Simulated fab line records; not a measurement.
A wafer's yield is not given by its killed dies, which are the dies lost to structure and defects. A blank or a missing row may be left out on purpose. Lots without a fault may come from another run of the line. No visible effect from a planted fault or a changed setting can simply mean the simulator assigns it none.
Chamber matching | flow nand harc | 3 sister chambers for NHARC_P_M1_PRE_CLEAN_32 on pecvd-02
The step time 12 s. 3 wafers are shown with their chamber, then 9 later ones without.

## WAFERS WITH THEIR CHAMBER
wafer  | chamber | heater power outer w (W)
L080.6 | 0       | 286
L090.2 | 1       | 332
L090.6 | 2       | 426

## WAFERS WHOSE CHAMBER IS MISSING
wafer  | heater power outer w (W)
L092.3 | 369
L092.4 | 382
L092.5 | 249
L095.2 | 312
L095.5 | 352
L095.6 | 397
L096.1 | 322
L096.3 | 428
L096.6 | 436

## WHICH CHAMBER EACH WENT THROUGH
wafer  | from the rows above          | in truth
L092.3 | can't be placed: 1 or 2 or 0 | 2
L092.4 | can't be placed: 2 or 1 or 0 | 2
L092.5 | can't be placed: 0 or 1      | 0
L095.2 | can't be placed: 1 or 0      | 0
L095.5 | can't be placed: 1 or 0      | 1
L095.6 | can't be placed: 2 or 1      | 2
L096.1 | can't be placed: 1 or 0      | 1
L096.3 | 2                            | 2
L096.6 | 2                            | 2
Placed correctly: 2 of 9. Not placeable from these rows: 7 (in 7, the candidates include the true chamber). Placed wrongly: 0.
How it was worked out, from the rows above alone: a wafer's distance from a chamber is the root of the sum, over the readings, of the square of ((its reading less the chamber's mean) divided by the reading's scatter). The wafer belongs to the nearest chamber; if the next one is less than 2 further off, it can't be placed. For every chamber, the mean is computed from those of its wafers that are shown. The scatter: root of mean squared gap, hidden wafer to nearest shown wafer, with one shown wafer a chamber.
